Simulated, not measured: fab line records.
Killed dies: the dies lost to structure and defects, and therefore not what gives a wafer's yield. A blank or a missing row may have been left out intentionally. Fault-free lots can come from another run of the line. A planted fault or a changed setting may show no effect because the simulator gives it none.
Chamber matching | flow n5Finfet | N5_ILD0_ALD_15 on aldSin-03 has 4 sister chambers
The step deposits SiNx, target thk 24 nm, pulse time 1 s, ald cycles 480. 4 wafers are shown with their chamber, then 8 later ones without.

== WAFERS WITH THEIR CHAMBER ==
wafer  | chamber | heaterPowerW (W)
L084.3 | 3       | 870
L087.4 | 0       | 712
L087.6 | 2       | 769
L088.2 | 1       | 888

== WAFERS WITH NO CHAMBER GIVEN ==
wafer  | heaterPowerW (W)
L088.4 | 710
L088.6 | 911
L089.1 | 702
L089.4 | 753
L089.6 | 889
L091.3 | 755
L091.4 | 702
L091.6 | 762

== CHAMBER TAKEN BY EACH ==
wafer  | from the rows above     | in truth
L088.4 | 0                       | 0
L088.6 | can't be placed: 1 or 3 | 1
L089.1 | 0                       | 0
L089.4 | 2                       | 2
L089.6 | can't be placed: 1 or 3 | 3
L091.3 | 2                       | 2
L091.4 | 0                       | 0
L091.6 | 2                       | 2
Correctly placed: 6 of 8. Not placeable from these rows: 2 (in 2, the candidates include the true chamber). Number placed wrongly: 0.
How it was worked out, from the rows above alone: a wafer's distance from a chamber is the root of the sum, over the readings, of the square of ((its reading less the chamber's mean) divided by the reading's scatter). The wafer belongs to the nearest chamber; if the next one is less than 2 further off, it can't be placed. The mean given for a chamber averages the wafers shown for that chamber. The scatter: root of mean squared gap, hidden wafer to nearest shown wafer, with one shown wafer a chamber.
